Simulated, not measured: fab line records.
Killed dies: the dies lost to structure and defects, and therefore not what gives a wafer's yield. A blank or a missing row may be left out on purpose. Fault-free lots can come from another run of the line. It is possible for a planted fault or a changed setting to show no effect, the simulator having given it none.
What tool caused it?	flow n5-finfet	36 wafers from 12 lots sampled at 4 of the route's 1938 steps

WHAT THE GAUGES READ, wafer by wafer
The record lacks any reading of a measuring or inspecting step that a usual standard deviation could be used to judge.

WHICH TOOL RAN EACH LOT (tool, then ch and the chambers of the sampled wafers, then the start)
lot	N5_BEOL_M8_ILD_DEP_00	N5_BEOL_M8_CURE_74	N5_BEOL_M8_HM_DEP_02	N5_BEOL_M8_COAT_22
L403	pecvd-02 ch 0,2, day 9 23:01	uv-cure-03 ch 2, day 9 23:04	pvd-sputter-01, day 10 01:20	litho-track-03 ch 0, day 10 02:19
L404	pecvd-03 ch 0,1,2, day 10 00:10	uv-cure-03 ch 0, day 10 00:23	pvd-sputter-03, day 10 01:50	litho-track-03 ch 0, day 10 04:31
L408	pecvd-04 ch 0,2, day 10 17:15	uv-cure-02 ch 2, day 10 17:29	pvd-sputter-01, day 10 19:14	litho-track-03 ch 0, day 10 21:52
L409	pecvd-03 ch 1,2, day 11 03:05	uv-cure-01 ch 2, day 11 03:19	pvd-sputter-02, day 11 05:18	litho-track-05 ch 0, day 11 08:14
L410	pecvd-02 ch 0,1,2, day 11 05:33	uv-cure-01 ch 2, day 11 05:38	pvd-sputter-03, day 11 06:31	litho-track-02 ch 0, day 11 08:10
L411	pecvd-02 ch 0,1, day 11 13:13	uv-cure-01 ch 2, day 11 13:17	pvd-sputter-03, day 11 15:14	litho-track-02 ch 0, day 11 16:17
L414	pecvd-02 ch 0,1, day 12 11:26	uv-cure-01 ch 0, day 12 11:32	pvd-sputter-02, day 12 12:42	litho-track-02 ch 0, day 12 13:55
L416	pecvd-03 ch 0,2, day 12 17:18	uv-cure-03 ch 2, day 12 17:43	pvd-sputter-03, day 12 18:52	litho-track-02 ch 0, day 12 20:23
L418	pecvd-03 ch 0,2, day 13 08:07	uv-cure-01 ch 2, day 13 08:15	pvd-sputter-01, day 13 08:58	litho-track-05 ch 0, day 13 11:43
L419	pecvd-02 ch 0,1,2, day 13 08:25	uv-cure-03 ch 1, day 13 08:28	pvd-sputter-01, day 13 09:14	litho-track-02 ch 0, day 13 11:38
L420	pecvd-04 ch 0,1,2, day 14 02:02	uv-cure-01 ch 2, day 14 02:11	pvd-sputter-01, day 14 05:26	litho-track-05 ch 0, day 14 07:23
L424	pecvd-03 ch 0,1,2, day 15 01:50	uv-cure-02 ch 2, day 15 02:04	pvd-sputter-01, day 15 03:44	litho-track-03 ch 0, day 15 05:27
- N5_BEOL_M8_ILD_DEP_00: deposits SiCOH lowk from DEMS/porogen, target thk 179.75 nm, time 33.4 s.
- N5_BEOL_M8_CURE_74: cures SiCOH lowk, time 240 s.
- N5_BEOL_M8_HM_DEP_02: deposits TiN, target thk 20 nm.
- N5_BEOL_M8_COAT_22: resist thk 30 nm.

AS READ BY THE TOOLS THEMSELVES (means over the sampled wafers that have a number; for cases with no such wafer, the mark the record gives instead)
N5_BEOL_M8_ILD_DEP_00. Usual: heater-power-w 318 W, standard deviation 57; rf-fwd-power-W 494.6 W, standard deviation 2.1; showerhead-plenum-p-Torr 5.744 Torr, standard deviation 0.019; throttle-valve-pct 13.8 %, standard deviation 0.92.
lot	tool	heater-power-w (W)	rf-fwd-power-W (W)	showerhead-plenum-p-Torr (Torr)	throttle-valve-pct (%)	flag
L403	pecvd-02	296	492.3	5.740	13.7	
L404	pecvd-03	328	495.9	5.748	13.3	
L408	pecvd-04	304	496.2	5.748	13.4	
L409	pecvd-03	336	495.6	5.746	13.5	
L410	pecvd-02	320	493.9	5.729	14.2	
L411	pecvd-02	316	492.4	5.718	14.9	
L414	pecvd-02	355	492.5	5.709	15.2	
L416	pecvd-03	354	495.2	5.754	13.2	
L418	pecvd-03	296	495.1	5.759	13.3	
L419	pecvd-02	307	492.6	5.729	14.4	
L420	pecvd-04	315	494.4	5.754	13.2	
L424	pecvd-03	299	496.7	5.753	13.3	

N5_BEOL_M8_CURE_74. Usual: lamp-power-pct 52.31 %, standard deviation 0.053; wafer_temp_C_max 386.8, standard deviation 0.53.
lot	tool	lamp-power-pct (%)	wafer_temp_C_max	flag
L403	uv-cure-03	52.26	386.4	
L404	uv-cure-03	52.29	387.6	
L408	uv-cure-02	52.29	386.7	
L409	uv-cure-01	52.36	387.1	
L410	uv-cure-01	52.31	386.9	
L411	uv-cure-01	52.30	387.3	
L414	uv-cure-01	52.28	386.3	
L416	uv-cure-03	52.29	386.9	
L418	uv-cure-01	52.32	387.3	
L419	uv-cure-03	52.27	386.8	
L420	uv-cure-01	52.27	387.0	
L424	uv-cure-02	52.26	386.6	

N5_BEOL_M8_HM_DEP_02. Usual: throttle-valve-pct at 30.3 %, with a standard deviation of 1.
lot	tool	throttle-valve-pct (%)	flag
L403	pvd-sputter-01	29.7	
L404	pvd-sputter-03	30.7	
L408	pvd-sputter-01	30.2	
L409	pvd-sputter-02	30.3	
L410	pvd-sputter-03	29.6	
L411	pvd-sputter-03	29.7	
L414	pvd-sputter-02	30.2	
L416	pvd-sputter-03	29.7	
L418	pvd-sputter-01	30.5	
L419	pvd-sputter-01	30.6	
L420	pvd-sputter-01	31.0	
L424	pvd-sputter-01	30.5	

N5_BEOL_M8_COAT_22. Usual: spin-speed-rpm at 1499.9 rpm, with a standard deviation of 1.1.
lot	tool	spin-speed-rpm (rpm)	flag
L403	litho-track-03	1501.1	
L404	litho-track-03	1500.0	
L408	litho-track-03	1499.2	
L409	litho-track-05	1500.0	
L410	litho-track-02	1499.2	
L411	litho-track-02	1499.7	
L414	litho-track-02	1498.6	
L416	litho-track-02	1237.5	OFF
L418	litho-track-05	1498.3	
L419	litho-track-02	1236.7	OFF
L420	litho-track-05	1499.6	
L424	litho-track-03	1500.3	

THE ANSWER, worked out from the rows above alone
Rule: a lot counts as off when the mean over its wafers that have a number is more than 3 standard deviations away from the usual mean. A lot without any number at a reading at which 4 lots or more have one is off too. The other lots that the step has rows for count as sound. Order of review: gauges by route order, followed by the tools' own readings, for which a lot's mean as printed above is used. The first step at which some lot is off is used, and at that step the reading that is off furthest; a lot without a number counts as furthest.
Off at N5_BEOL_M8_COAT_22 (spin-speed-rpm): L416, L419.
A tool fits if, at that step or a process step before it, it ran every lot that is off, and no sound lot after the first of them. Can't be told from this: 2 tools fit, uv-cure-03 at N5_BEOL_M8_CURE_74, litho-track-02 at N5_BEOL_M8_COAT_22.

WHAT THE SIMULATOR HAD PUT IN
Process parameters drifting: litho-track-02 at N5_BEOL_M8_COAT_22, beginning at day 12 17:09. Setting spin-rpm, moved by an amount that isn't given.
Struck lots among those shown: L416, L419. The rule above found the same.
